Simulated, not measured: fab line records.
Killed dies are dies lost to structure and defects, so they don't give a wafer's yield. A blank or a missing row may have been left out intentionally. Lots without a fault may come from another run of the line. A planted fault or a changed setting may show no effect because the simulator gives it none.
Problem report, 8D (eight disciplines) form, completed by code + flow nand-harc + the parts of the form that need people (team, actions taken, sign-off) are left out

1. THE PROBLEM
At NHARC_END_SORT_01, sort_bin_3_pct averages 2.44 % over 6 wafers from 2 lots, while fault-free wafers read 0.26 %, standard deviation 0.22. That puts it +9.9 standard deviations away from the usual mean.
Earliest sighting: wafer L790.1 on prober-01 at day 21 04:25. The record holds 36 wafers of 12 lots with a number at this step. Rule for "out", or "out of limits": more than 4 standard deviations from the usual mean. Any other wafer with a number is counted as sound.

2. WHAT THIS IS AND IS NOT
| question                    | is                                                                                                              | is not                                                                                       |
|-----------------------------|-----------------------------------------------------------------------------------------------------------------|----------------------------------------------------------------------------------------------|
| which readings at this step | sort_bin_3_pct, defect-limited-yield, killed-at-array, killed-dies, sort_bin_2_pct, sort-n-pass, sort-yield-pct | killed-at-other, killed-at-periphery, killed-open, killed-short, sort-rim-yield-pct          |
| which lots                  | L790, L791                                                                                                      | L783, L784, L786, L787, L788, L800, L801, L802, L804, L806                                   |
| which wafers of those lots  | all that have a number                                                                                          | -                                                                                            |
| read on which gauges        | prober-01, prober-02                                                                                            | -                                                                                            |
| when                        | from day 21 04:25                                                                                               | up to then (15 sound wafers); but 15 sound wafers of L800, L801, L802, L804, L806 came after |

3. WHAT RULES OUT EACH SUSPECT
Counting: a tool stays on the suspect list if, at a process step up to the reading, it processed all lots that are out and no sound lot following the first of them.
- the gauge at NHARC_END_SORT_01 is ruled out. 2 gauges (prober-01, prober-02) read the wafers that are out.
- pecvd-01 at NHARC_A_BONDPAD_DEP_00 (deposits SiCN, target thk 250 nm): ruled out as a lasting fault. After its first lot that is out, L790 (day 19 05:25), sound lots L801, L802, L806 ran on it.
- grinder-01 at NHARC_THIN_TSV_GRIND_00: ruled out as a lasting fault. After its first lot that is out, L790 (day 19 20:31), sound lots L800, L802, L801, L804, L806 ran on it.
Left after counting: nothing in the record.

4. THE CAUSE (what the simulator had put in)
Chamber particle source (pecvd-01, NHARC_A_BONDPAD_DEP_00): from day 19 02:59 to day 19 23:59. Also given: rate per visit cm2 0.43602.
It was ruled out by counting, in error; the rule expects a fault to strike all lots run on its tool from its start on, and this fault did not.

5. THE EFFECT CHAIN, in route order
One row per reading whose mean, taken over the struck wafers that have a number, lies over 3 standard deviations from the usual. Readings are gone through only where the record gives a usual standard deviation; hours: the median, over the lots, of the time from a lot's start at the first step in this table giving one to that lot's start at this step; sigmas: the change measured in usual standard deviations.
| hours | step              | reading              | usual  | on struck wafers | change | sigmas |
|-------|-------------------|----------------------|--------|------------------|--------|--------|
| 0     | NHARC_END_SORT_01 | defect-limited-yield | 95.2 % | 85.4             | -9.8   | -6.1   |
| 0     | NHARC_END_SORT_01 | killed-at-array      | 29     | 95               | +66    | +6.0   |
| 0     | NHARC_END_SORT_01 | killed-dies          | 32     | 99               | +67    | +6.1   |
| 0     | NHARC_END_SORT_01 | sort_bin_2_pct       | 1.5 %  | 5.7              | +4.2   | +6.0   |
| 0     | NHARC_END_SORT_01 | sort_bin_3_pct       | 0.26 % | 2.44             | +2.18  | +9.9   |
| 0     | NHARC_END_SORT_01 | sort_bin_4_pct       | 3.0 %  | 6.5              | +3.5   | +3.5   |
| 0     | NHARC_END_SORT_01 | sort-n-pass          | 645    | 578              | -67    | -6.1   |
| 0     | NHARC_END_SORT_01 | sort-yield-pct       | 95.2 % | 85.4             | -9.8   | -6.1   |

6. WHAT WOULD HAVE CAUGHT IT SOONER
Counted from the fault's start at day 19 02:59, it took 49 hours until the first out-of-limits reading at a measuring or inspecting step in this record, taken at day 21 04:25.
An alarm limit of 4 standard deviations would not have fired on the tool readings at NHARC_A_BONDPAD_DEP_00 for which the record gives a usual standard deviation, since none of them was out on any struck wafer.
